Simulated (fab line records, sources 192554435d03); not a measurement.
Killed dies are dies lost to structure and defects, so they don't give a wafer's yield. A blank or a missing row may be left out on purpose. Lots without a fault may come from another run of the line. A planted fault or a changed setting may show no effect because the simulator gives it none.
fab line records | flow n5_finfet | part 2 of 2: steps 5 to 6 of 6
record lots=22 wafers=66 last_day=20
route steps=1938 shown DUMMY_GATE@240 SPACER0@258 SD_EPI_N@287 SD_EPI_P@306 SDB@363
lots that met no fault: from a run of the same line without faults
start_h: hours from the record's first day to the start of the lot's first wafer shown | wait_h: hours since the lot's step before | " the same as in the row above | L1.1+2: a row that stands for several wafers | - no value, or no start given | * or withheld: withheld | < > ~ a bound
route shown NAME@n: a module of which the file shows steps, and the number in the route of the first | usual: mean/standard deviation of fault-free wafers | same: alike in all rows | chamber/n: place in a boat | sites: the reading at each site | _std_site: their standard deviation | _edge_site: outer sites' mean less inner sites' | radius_mm: how far each site lies from the wafer's centre | mask NAME#n: copy n | behind: the tool/chamber that last shaped the wafer | hold: why the lot was held/for how many hours/how that ended | device: the transistor (n, p or np) that didn't switch | end of line: the same wafers' tests at the end of the route | a step without rows: its recipe alone | killed: dies lost to structure and defects at the first sort, not the wafer's yield | map: a wafer's dies, x killed, . not, _ none there
set.NAME: the setting as run; set.NAME@STEP: as run at that earlier step | model.NAME: the simulator's own value behind a step, which no gauge read
steps of the route over a sample of lots; a table a step, a row a wafer
services: from which hour (start_h, from the record's first day; less than 0 if before it) a tool's chamber was out of use, for how many hours, and why
## steps
# step N5_SD_EPI_P_DESCUM_14
# recipe chemistry=O2 time_s=7.9 source_power_w=50 bias_power_w=20 pressure_mtorr=20 rf_frequency_hz=2.712e+07 temp_c=40 resist=CAR-ArF-block o2_flow_sccm=225
# usual bias_power_w=20.01/0.057 drypump_motor_current_A=5.8/0.37 oes_product_au=0.77/0.081 rf_vpp_V=243.1/1.3 showerhead_plenum_p_Torr=2.09/0.068 throttle_valve_pct=20.52/0.17
# same time_s=7.9
# columns lot.wafer tool chamber start_h wait_h bias_power_w drypump_motor_current_A oes_product_au rf_hours_counter_h rf_vpp_V showerhead_plenum_p_Torr throttle_valve_pct
L074.2 rie_diel-03 1 54.17 0.3 20.00 5.7 0.76 142 242.3 2.09 20.67
L074.5 " 3 " " 20.18 5.5 0.74 - 245.5 2.19 20.53
L074.6 " 0 " " 20.12 5.9 0.87 - 246.2 2.20 20.32
L075.2 rie_diel-05 2 63.42 0.0 20.10 6.2 0.69 235 243.5 2.06 20.67
L075.3 " 1 " " 19.99 5.3 0.98 7 242.7 2.15 20.13
L075.4 " 3 " " 20.03 6.4 0.79 125 242.7 2.09 20.66
L076.1 rie_diel-05 3 67.73 0.4 20.09 6.4 0.79 127 242.1 2.09 20.67
L076.2 " 2 " " 19.97 6.2 0.68 237 243.4 2.06 20.69
L076.4 " 1 " " 20.14 5.3 0.97 9 243.4 2.15 20.15
L078.1 rie_diel-05 1 76.35 0.0 20.03 5.4 0.95 11 243.9 2.15 20.15
L078.3 " 3 " " 20.12 6.3 0.78 130 243.9 2.09 20.67
L078.5 " 0 " " 19.89 5.8 0.70 - 243.5 2.09 20.27
L079.3 rie_diel-03 2 84.93 0.1 19.94 5.7 0.73 176 242.4 2.00 20.49
L079.5 " 0 " " 20.02 5.9 0.84 - 244.2 2.20 20.36
L079.6 " 1 " " 20.08 5.8 0.75 - 243.6 2.09 20.69
L080.3 rie_diel-02 3 89.90 0.0 20.00 5.9 0.76 152 241.6 2.01 20.35
L080.5 " 0 " " 19.96 4.8 0.69 - 244.5 2.16 20.77
L080.6 " 1 " " 19.94 5.6 0.78 - 242.5 2.02 20.66
L081.1 rie_diel-03 2 98.35 0.1 19.99 5.6 0.72 179 243.2 2.00 20.50
L081.3 " 1 " " 19.96 5.7 0.74 155 244.4 2.09 20.69
L081.6 " 1 " " 19.95 5.7 0.75 - 242.9 2.09 20.70
L082.1 rie_diel-03 2 104.15 0.0 20.03 5.7 0.71 181 241.9 2.00 20.51
L082.3 " 3 " " 19.94 5.5 0.73 152 245.1 2.18 20.55
L082.4 " 1 " " 20.06 5.7 0.75 157 243.6 2.09 20.68
L083.1 rie_diel-03 0 108.98 0.1 20.02 5.9 0.83 73 244.8 2.20 20.35
L083.4 " 3 " " 19.97 5.5 0.73 154 243.8 2.18 20.55
L083.6 " 3 " " 19.97 5.5 0.73 - 245.6 2.18 20.56
L084.1 rie_diel-03 2 113.84 0.0 19.97 5.7 0.72 184 242.0 2.00 20.49
L084.2 " 0 " " 19.96 5.9 0.83 75 244.9 2.20 20.36
L084.4 " 1 " " 20.00 5.7 0.74 161 243.5 2.09 20.70
L085.2 rie_diel-03 1 120.80 0.3 20.10 5.7 0.74 163 243.6 2.08 20.71
L085.3 " 2 " " 20.01 5.7 0.71 186 241.7 2.00 20.49
L085.6 " 1 " " 20.06 5.7 0.74 - 240.8 2.08 20.69
L086.1 rie_diel-05 1 130.89 0.1 20.01 5.4 0.92 31 244.4 2.14 20.18
L086.4 " 3 " " 19.98 6.3 0.77 - 244.0 2.09 20.67
L086.6 " 0 " " 19.99 5.8 0.69 - 243.0 2.08 20.29
L087.2 rie_diel-03 2 131.63 0.2 20.01 5.7 0.71 190 241.1 2.00 20.50
L087.3 " 0 " " 20.01 5.9 0.83 78 243.2 2.19 20.37
L087.5 " 1 " " 20.05 5.7 0.74 - 244.0 2.08 20.70
L089.2 rie_diel-02 0 147.74 0.0 20.08 4.8 0.68 246 243.6 2.15 20.80
L089.4 " 2 " " 19.98 6.1 0.88 55 240.0 2.04 20.45
L089.5 " 3 " " 19.83 5.9 0.74 - 241.5 2.01 20.38
L090.1 rie_diel-03 2 148.46 0.0 20.00 5.7 0.71 196 242.0 1.99 20.52
L090.4 " 1 " " 20.00 5.8 0.74 172 242.5 2.08 20.71
L090.5 " 3 " " 19.93 5.5 0.72 - 243.5 2.18 20.58
L091.1 rie_diel-02 2 174.67 0.1 19.99 6.1 0.87 60 241.5 2.04 20.46
L091.4 " 1 " " 19.92 5.6 0.75 - 241.0 2.01 20.70
L091.6 " 3 " " 20.06 5.9 0.73 - 242.6 2.00 20.39
L092.1 rie_diel-03 1 176.50 0.0 20.02 5.8 0.72 185 241.5 2.08 20.73
L092.2 " 2 " " 20.00 5.7 0.69 209 241.5 1.99 20.54
L092.5 " 1 " " 20.02 5.8 0.72 - 242.8 2.08 20.72
L093.1 rie_diel-03 0 178.30 0.0 20.04 5.9 0.81 95 244.0 2.19 20.41
L093.3 " 2 " " 20.03 5.7 0.70 209 241.3 1.99 20.54
L093.5 " 1 " " 20.03 5.7 0.72 - 241.9 2.08 20.72
L094.1 rie_diel-05 2 219.92 0.0 20.01 6.2 0.96 10 241.4 2.05 20.37
L094.4 " 0 " " 19.97 5.8 0.69 - 241.8 2.08 20.31
L094.5 " 2 " " 19.90 6.2 0.96 - 243.8 2.05 20.36
L096.1 rie_diel-02 1 220.08 0.0 20.03 5.6 0.75 163 242.0 2.01 20.69
L096.2 " 3 " " 20.06 5.9 0.72 184 241.6 2.00 20.40
L096.3 " 2 " " 20.01 6.1 0.86 68 241.2 2.04 20.47
L095.1 rie_diel-05 3 221.66 0.2 20.09 6.4 0.76 152 243.8 2.08 20.70
L095.2 " 0 " " 19.96 5.8 0.68 217 243.0 2.08 20.32
L095.4 " 2 " " 19.98 6.2 0.94 - 243.7 2.05 20.37
L097.4 rie_diel-02 1 222.54 0.2 19.90 5.6 0.75 164 242.1 2.01 20.70
L097.5 " 0 " " 20.04 4.8 0.99 - 243.7 2.15 20.40
L097.6 " 1 " " 19.97 5.6 0.75 - 242.4 2.01 20.71
# step N5_SDB_STRIP_21
# recipe chemistry=CF4 resist=SiARC power_w=300 bias_power_w=75 pressure_mtorr=50 cf4_flow_sccm=150 rf_frequency_hz=6e+07
# usual bias_power_w=74.96/0.25 drypump_motor_current_A=5.8/0.43 oes_product_au=0.78/0.059 rf_vpp_V=271.7/1.3 showerhead_plenum_p_Torr=1.82/0.047 throttle_valve_pct=13.60/0.22
# columns lot.wafer tool chamber start_h wait_h bias_power_w drypump_motor_current_A oes_product_au rf_hours_counter_h rf_vpp_V showerhead_plenum_p_Torr throttle_valve_pct
L074.2 rie_diel-01 1 65.87 0.0 74.68 5.7 0.86 47 272.1 1.81 13.39
L074.5 " 2 " " 75.32 6.2 0.89 - 271.9 1.76 13.54
L074.6 " 3 " " 75.30 5.6 0.79 - 272.0 1.81 13.59
L075.2 rie_diel-01 0 75.66 0.0 75.10 5.7 0.87 37 272.3 1.89 13.46
L075.3 " 1 " " 74.76 5.7 0.86 51 271.2 1.81 13.39
L075.4 " 2 " " 74.89 6.3 0.90 27 270.5 1.76 13.55
L076.1 rie_diel-04 2 80.55 0.0 75.11 5.4 0.73 167 272.6 1.86 13.99
L076.2 " 0 " " 74.67 6.4 0.71 236 269.0 1.70 13.92
L076.4 " 3 " " 74.67 6.4 0.77 150 273.5 1.87 13.41
L078.1 rie_diel-04 1 87.78 0.0 75.12 5.3 0.83 62 272.3 1.81 13.23
L078.3 " 3 " " 75.12 6.5 0.77 153 273.9 1.86 13.41
L078.5 " 2 " " 75.39 5.4 0.72 - 272.1 1.86 14.00
L079.3 rie_diel-06 2 98.52 0.0 74.45 5.1 0.75 152 271.3 1.88 13.50
L079.5 " 0 " " 74.74 6.0 0.75 - 271.0 1.79 13.76
L079.6 " 1 " " 74.94 5.7 0.86 - 272.8 1.82 13.51
L080.3 rie_diel-06 1 101.51 0.0 75.22 5.7 0.85 47 272.0 1.82 13.53
L080.5 " 0 " " 75.52 5.9 0.75 - 272.3 1.79 13.78
L080.6 " 1 " " 74.96 5.7 0.86 - 272.5 1.82 13.51
L081.1 rie_diel-04 3 109.98 0.0 75.19 6.5 0.77 161 273.3 1.86 13.43
L081.3 " 2 " " 75.03 5.4 0.72 177 271.9 1.85 14.03
L081.6 " 3 " " 74.95 6.4 0.76 - 272.4 1.86 13.43
L082.1 rie_diel-06 1 115.91 0.0 74.43 5.7 0.85 50 272.8 1.82 13.51
L082.3 " 2 " " 75.20 5.0 0.74 157 272.8 1.87 13.50
L082.4 " 0 " " 75.03 6.0 0.75 167 272.0 1.79 13.80
L083.1 rie_diel-04 0 120.92 0.0 74.77 6.4 0.69 249 270.4 1.70 13.93
L083.4 " 2 " " 75.16 5.5 0.72 181 273.2 1.85 14.02
L083.6 " 1 " " 74.76 5.3 0.82 - 271.6 1.81 13.26
L084.1 rie_diel-06 3 125.37 0.0 75.21 5.9 0.76 129 272.4 1.79 13.48
L084.2 " 2 " " 74.81 5.1 0.73 160 273.1 1.87 13.50
L084.4 " 1 " " 75.15 5.7 0.85 53 272.8 1.82 13.53
L085.2 rie_diel-06 3 132.64 0.0 74.50 5.9 0.75 132 270.9 1.79 13.49
L085.3 " 1 " " 74.92 5.7 0.85 55 272.1 1.82 13.55
L085.6 " 3 " " 74.67 5.9 0.76 - 270.9 1.79 13.48
L086.1 rie_diel-01 2 142.29 0.0 74.99 6.3 0.85 54 272.6 1.75 13.59
L086.4 " 3 " " 74.72 5.6 0.77 127 271.1 1.80 13.65
L086.6 " 1 " " 75.22 5.8 0.83 - 273.4 1.80 13.44
L087.2 rie_diel-01 2 144.53 0.0 74.87 6.2 0.85 55 271.2 1.75 13.61
L087.3 " 0 " " 75.40 5.7 0.84 62 273.1 1.88 13.53
L087.5 " 0 " " 74.88 5.7 0.84 - 272.5 1.88 13.51
L089.2 rie_diel-06 1 159.26 0.0 74.78 5.8 0.83 63 271.9 1.82 13.55
L089.4 " 2 " " 74.99 5.1 0.73 169 272.3 1.87 13.54
L089.5 " 0 " " 75.10 5.9 0.74 - 271.5 1.79 13.82
L090.1 rie_diel-06 0 160.37 0.0 75.18 6.0 0.74 181 270.2 1.79 13.83
L090.4 " 3 " " 74.97 5.9 0.75 139 269.9 1.79 13.52
L090.5 " 1 " " 74.61 5.7 0.83 - 272.4 1.82 13.56
L091.1 rie_diel-01 1 187.24 0.0 74.46 5.8 0.81 89 273.0 1.80 13.46
L091.4 " 3 " " 74.84 5.5 0.76 137 270.4 1.80 13.70
L091.6 " 3 " " 75.13 5.6 0.76 - 270.7 1.80 13.70
L092.1 rie_diel-04 1 188.33 0.0 75.22 5.3 0.80 93 271.4 1.80 13.31
L092.2 " 0 " " 74.97 6.4 0.91 13 274.7 1.91 13.39
L092.5 " 1 " " 74.90 5.3 0.80 - 271.3 1.80 13.28
L093.1 rie_diel-04 2 190.50 0.0 74.94 5.4 0.70 202 272.4 1.85 14.08
L093.3 " 1 " " 75.30 5.3 0.79 93 271.4 1.80 13.30
L093.5 " 2 " " 74.74 5.4 0.70 - 273.7 1.85 14.07
L096.1 rie_diel-01 0 231.95 0.0 75.07 5.8 0.82 80 272.9 1.88 13.54
L096.2 " 2 " " 74.89 6.2 0.82 74 271.2 1.75 13.65
L096.3 " 1 " " 74.80 5.7 0.80 96 270.2 1.80 13.48
L095.1 rie_diel-06 0 233.38 0.0 75.07 5.9 0.72 194 270.7 1.78 13.86
L095.2 " 3 " " 75.04 5.9 0.74 153 272.2 1.79 13.54
L095.4 " 1 " " 75.18 5.7 0.82 75 271.0 1.82 13.59
L094.1 rie_diel-04 0 234.21 0.0 74.62 6.4 0.89 22 273.5 1.90 13.43
L094.4 " 1 " " 74.76 5.3 0.79 101 271.9 1.80 13.32
L094.5 " 2 " " 74.90 5.4 0.69 - 273.3 1.84 14.09
L097.4 rie_diel-06 3 235.68 0.0 74.90 5.9 0.74 153 270.6 1.79 13.54
L097.5 " 2 " " 75.16 5.1 0.72 - 273.3 1.87 13.58
L097.6 " 1 " " 74.83 5.7 0.81 - 270.2 1.82 13.60
## services
# columns tool chamber start_h hours kind
ald_sin-02 - 39.40 3.0 repair
rie_diel-02 0 44.84 6.4 repair
rie_si-06 0 49.28 14.0 repair
rie_diel-05 3 93.94 21.0 repair
epi_rpcvd-01 - 94.39 0.5 pm
rie_diel-04 1 106.06 2.9 repair
rie_diel-02 1 107.68 15.5 repair
rie_diel-02 2 107.69 2.9 repair
ald_sin-02 3 111.52 6.2 repair
epi_rpcvd-01 - 130.81 14.6 pm
rie_diel-02 - 151.09 15.6 pm
rie_diel-06 - 152.62 0.9 repair
rie_diel-05 - 153.22 28.1 pm
ald_sin-02 - 165.33 2.0 repair
ald_sin-02 - 176.75 14.0 pm
rie_si-06 2 177.57 1.4 repair
rie_diel-05 3 189.24 1.3 repair
rie_diel-05 - 207.38 2.6 repair
epi_rpcvd-02 - 211.06 1.5 repair
rie_diel-05 1 213.83 14.7 repair
rie_diel-06 1 214.42 9.5 repair
rie_diel-05 - 217.62 0.7 repair
rie_diel-05 3 227.96 6.0 repair
rie_diel-05 1 229.85 2.6 repair
